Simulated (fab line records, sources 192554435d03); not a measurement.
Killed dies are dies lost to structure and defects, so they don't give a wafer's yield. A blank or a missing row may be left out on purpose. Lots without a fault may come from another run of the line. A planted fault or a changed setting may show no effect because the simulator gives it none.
Problem report in the 8D (eight disciplines) form, filled by code | flow n5_finfet | the parts of the form that need people (team, actions taken, sign-off) are left out

1. THE PROBLEM
killed_at_M0_to_M3 at N5_PASSIVATION_PROBE_49 reads a mean of 133 on 6 wafers of 2 lots; wafers without a fault read 34 with a standard deviation of 11. That is +9.0 standard deviations from the usual mean.
First seen on wafer L407.1, day 17 03:22, on prober-02. The record holds 15 wafers of 5 lots with a number at this step. Rule for "out", or "out of limits": more than 4 standard deviations from the usual mean. The other wafers with a number count as sound.

2. WHAT IT IS AND WHAT IT IS NOT
question                    | is                     | is not
which readings at this step | killed_at_M0_to_M3     | killed_at_M4_up, killed_at_contacts, killed_at_front_end, killed_at_other, killed_open, sort_bin_4_leakage
which lots                  | L406, L407             | L397, L400, L402
which wafers of those lots  | all that have a number | -
read on which tools         | prober-01, prober-02   | -
when                        | from day 17 03:22      | up to then (9 sound wafers)

3. SUSPECTS, AND WHAT RULES EACH OUT
Counting: a tool at a process step up to the reading stays a suspect if it ran every lot that is out and no sound lot after the first of them.
- pvd_sputter-02 at N5_BEOL_M3_SPUTTER_86 (material Cu, target thk 4.5 nm, time 8.29 s): kept. It ran every lot that is out, first L407 (day 12 04:07), and no sound lot after that; its last sound lot up to then is L402 (day 10 17:56).
Left after counting: pvd_sputter-02 at N5_BEOL_M3_SPUTTER_86.

4. THE CAUSE (what the simulator had put in)
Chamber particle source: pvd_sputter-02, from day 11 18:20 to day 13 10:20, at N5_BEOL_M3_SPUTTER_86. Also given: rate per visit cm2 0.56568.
Counting left only this tool.

5. THE CHAIN OF EFFECTS, in route order
Each row: a reading whose mean over the struck wafers that have a number lies more than 3 standard deviations from the usual. Only readings for which the record gives a usual standard deviation are gone through. hours: the time from each lot's start at the first step in this table that gives one to its start at this step, as a median over the lots. sigmas: the change in usual standard deviations.
hours | step                    | reading              | usual  | on struck wafers | change | sigmas
0     | N5_PASSIVATION_PROBE_49 | defect_limited_yield | 91.2 % | 83.7             | -7.5   | -4.7
0     | N5_PASSIVATION_PROBE_49 | killed_at_M0_to_M3   | 34     | 133              | +99    | +9.0
0     | N5_PASSIVATION_PROBE_49 | killed_dies          | 104    | 193              | +89    | +4.7
0     | N5_PASSIVATION_PROBE_49 | sort_bin_5_function  | 5.3 %  | 10.5             | +5.2   | +4.7
0     | N5_PASSIVATION_PROBE_49 | sort_n_pass          | 1076   | 987              | -89    | -4.7
The process steps in it:
- N5_PASSIVATION_PROBE_49

6. WHAT WOULD HAVE CAUGHT IT SOONER
In this record the first reading out of limits was taken at day 17 03:22, 129 hours after the fault began at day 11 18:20.
Of the tool readings at N5_BEOL_M3_SPUTTER_86 for which the record gives a usual standard deviation, none was out on any struck wafer, so an alarm limit of 4 standard deviations on them would not have fired.
All the lots that are out (2) had begun N5_BEOL_M3_SPUTTER_86 on pvd_sputter-02 by day 17 03:22. A hold on the tool at that time would have spared none of them.
